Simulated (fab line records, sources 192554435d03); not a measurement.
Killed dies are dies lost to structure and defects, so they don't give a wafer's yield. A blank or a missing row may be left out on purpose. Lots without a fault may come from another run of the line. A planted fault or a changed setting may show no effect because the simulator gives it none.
Which tool did it? | flow n5_finfet | 12 lots, 36 wafers sampled, at 3 steps of a route of 1938

WHAT THE GAUGES READ, wafer by wafer
N5_BEOL_M2_INSPECT_30: inspects for defects (brightfield).
lot  | measured     | on                | raw_defect_count
L075 | day 6 18:52  | defect_inspect-02 | 285 280 329
L077 | day 7 07:31  | defect_inspect-02 | 505 372 488
L079 | day 8 00:04  | defect_inspect-01 | 486 506 580
L080 | day 8 16:05  | defect_inspect-01 | 576 456 575
L083 | day 9 02:17  | defect_inspect-01 | 306 305 395
L085 | day 9 17:14  | defect_inspect-01 | 377 382 452
L087 | day 9 22:05  | defect_inspect-02 | 372 288 262
L089 | day 10 01:39 | defect_inspect-01 | 428 522 471
L091 | day 10 23:41 | defect_inspect-02 | 696 453 426
L093 | day 11 04:22 | defect_inspect-01 | 351 387 363
L095 | day 11 18:33 | defect_inspect-02 | 382 885 451
L097 | day 12 06:07 | defect_inspect-02 | 295 480 419

WHICH TOOL RAN EACH LOT (tool, then ch and the chambers of the sampled wafers, then the start)
lot  | N5_BEOL_M1_SPUTTER_96        | N5_BEOL_M2_PECVD_72
L075 | pvd_sputter-02, day 6 14:08  | pecvd-01 ch 0,2, day 6 15:22
L077 | pvd_sputter-01, day 7 03:50  | pecvd-04 ch 0,2, day 7 05:05
L079 | pvd_sputter-03, day 7 19:18  | pecvd-03 ch 0,1,2, day 7 20:31
L080 | pvd_sputter-01, day 8 11:57  | pecvd-01 ch 0,1,2, day 8 13:15
L083 | pvd_sputter-01, day 8 22:21  | pecvd-01 ch 0,2, day 8 23:41
L085 | pvd_sputter-03, day 9 12:54  | pecvd-04 ch 0,1,2, day 9 15:11
L087 | pvd_sputter-01, day 9 18:56  | pecvd-04 ch 0,2, day 9 20:11
L089 | pvd_sputter-02, day 9 22:35  | pecvd-01 ch 0,1,2, day 10 00:00
L091 | pvd_sputter-02, day 10 17:47 | pecvd-04 ch 0,1, day 10 20:29
L093 | pvd_sputter-02, day 11 00:37 | pecvd-04 ch 0,2, day 11 01:52
L095 | pvd_sputter-01, day 11 13:09 | pecvd-03 ch 0,1,2, day 11 14:34
L097 | pvd_sputter-02, day 12 00:49 | pecvd-01 ch 0,2, day 12 02:02
- N5_BEOL_M1_SPUTTER_96: material Cu, target thk 4.5 nm, time 8.29 s.
- N5_BEOL_M2_PECVD_72: deposits SiO2 from TEOS/O2, target thk 16 nm, time 18 s.

THE ANSWER, worked out from the rows above alone
Rule: what is usual is taken from the lots themselves. Put in order of their means at a reading, lots are off if they are a third of the lots or fewer, leave a main group of 4 or more, and stand apart from it by a gap of 3 or more times the standard deviation of the main group's means; of several such gaps the widest counts. A main group whose means are all the same, to the digits that the tables above print for the reading, isn't used. A lot without any number at a reading at which 4 lots or more have one is off too. The other lots that the step has rows for count as sound.
No lot is off at any reading shown: from this, nothing can be told.

WHAT THE SIMULATOR HAD PUT IN
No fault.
